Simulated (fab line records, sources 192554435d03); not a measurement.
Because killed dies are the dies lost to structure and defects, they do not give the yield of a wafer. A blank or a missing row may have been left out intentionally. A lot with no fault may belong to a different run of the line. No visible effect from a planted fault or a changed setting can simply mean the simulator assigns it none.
Comparing a struck lot with a sound one / flow n5 finfet / 16 steps out of a route of 1938
Sound: these wafers, L282.2, L282.3, L282.6. Struck: wafers L274.1, L274.3, L274.5. The cause comes at the end.
For every step that has rows: the tool of each side, followed by ch and its chambers, followed by its first start. Under that, the readings that differ: sound wafers / struck wafers / difference of the means / sigmas: that difference in standard deviations of wafers without a fault.
alike: a reading whose means differ by less than 2 such deviations, as well as words and numbers matching on both sides. not compared: withheld readings; readings where some wafer has no value; bounds like >300 that might hide an equal value; numbers whose values overlap and for which the record gives no deviation.
Wherever a step has rows on one side only, a row that says differs or no value, or a row with sigmas, the two part there. Numbers that have no deviation but don't overlap get no sigmas and don't part them. Lack of a reading on every wafer of one side parts them only where that side has two or more wafers.

N5_BEOL_M2_SPUTTER_48: material Cu, target thk 4.5 nm, time 8.29 s.
  sound on pvd sputter-01, day 11 17:07; struck on pvd sputter-01, day 9 12:28
  alike: chamber pressure pa, chuck gas flow sccm, throttle valve pct
then, 2 steps without rows for these wafers: N5_BEOL_M2_ANNEAL_49 (time 240 s); N5_BEOL_M2_SPUTTER_79 (material Cu, target thk 4.5 nm, time 8.29 s).
N5_BEOL_M2_ANNEAL_80: time 240 s.
  sound on pvd sputter-01, day 11 17:25; struck on pvd sputter-01, day 9 12:46
  alike: heater power w
then, 2 steps without rows for these wafers: N5_BEOL_M2_SPUTTER_81 (material Cu, target thk 4.5 nm, time 8.29 s); N5_BEOL_M2_ANNEAL_82 (time 240 s).
N5_BEOL_M2_SPUTTER_86: material Cu, target thk 4.5 nm, time 8.29 s.
  sound on pvd sputter-01, day 11 17:46; struck on pvd sputter-01, day 9 13:07
  alike: chamber pressure pa, chuck gas flow sccm, throttle valve pct
then, 2 steps without rows for these wafers: N5_BEOL_M2_ANNEAL_87 (time 240 s); N5_BEOL_M2_SPUTTER_88 (material Cu, target thk 4.5 nm, time 8.29 s).
N5_BEOL_M2_ANNEAL_89: time 240 s.
  sound on pvd sputter-01, day 11 18:04; struck on pvd sputter-01, day 9 13:25
  alike: heater power w
then, 1 step without rows for these wafers: N5_BEOL_M2_SPUTTER_90 (material Cu, target thk 4.5 nm, time 8.29 s).
N5_BEOL_M2_ANNEAL_91: time 240 s.
  sound on pvd sputter-01, day 11 18:17; struck on pvd sputter-01, day 9 13:38
  alike: heater power w
N5_BEOL_M2_SPUTTER_92: material Cu, target thk 4.5 nm, time 8.29 s.
  sound on pvd sputter-01, day 11 18:26; struck on pvd sputter-01, day 9 13:47
  no value came back on the struck wafers for chamber pressure pa (Pa), chuck gas flow sccm (sccm), throttle valve pct (%); on the sound wafers chamber pressure pa (Pa) reads 0.06991 0.07019 0.0701
then, 1 step without rows for these wafers: N5_BEOL_M2_ANNEAL_93 (time 240 s).
N5_BEOL_M4_RC_MEAS_101:
  sound on prober-02 ch 0, day 12 17:16; struck on prober-01 ch 0, day 10 17:53
reading=ION_N (uA/um); sound=669 660 644; struck=683 667 681; difference=+19; sigmas=+2
reading=ION_P (uA/um); sound=453 451 440; struck=464 462 470; difference=+17; sigmas=+3
reading=VT_N (mV); sound=254.0 250.3 256.4; struck=247.8 250.2 247.5; difference=-5.1; sigmas=-2
reading=VT_P (mV); sound=-258.1 -253.6 -258.1; struck=-248.5 -251.0 -245.6; difference=+8.2; sigmas=+3
  alike: DIBL_N, DIBL_P, IOFF_N, IOFF_P, SS_N, SS_P
-- the record jumps here: 4 days lie between the struck wafers' starts before and after (it left off in module BEOL_M4 and takes up again in module PASSIVATION, whose first step shown is number 1936 of the route) --
N5_PASSIVATION_PROBE_49:
  sound on prober-02, day 17 05:33; struck on prober-02, day 14 11:53
reading=killed_at_M4_up; sound=15 20 24; struck=12 9 11; difference=-9; sigmas=-2
reading=killed at other; sound=1 2 0; struck=8 8 10; difference=+8; sigmas=+3
reading=sort_bin_8_speed (%); sound=0 0 0.08; struck=0 0 0; difference=+0; sigmas=-4
  alike: defect limited yield, killed_at_M0_to_M3, killed at contacts, killed at front end, killed dies, killed on rim, killed open, killed short, sort_bin_5_function, sort_bin_6_memory, sort n pass, sort yield pct

## WHERE THEY PART
First at N5_BEOL_M2_SPUTTER_92; last, within this record, at N5_PASSIVATION_PROBE_49.

WHY: what had been put in by the simulator
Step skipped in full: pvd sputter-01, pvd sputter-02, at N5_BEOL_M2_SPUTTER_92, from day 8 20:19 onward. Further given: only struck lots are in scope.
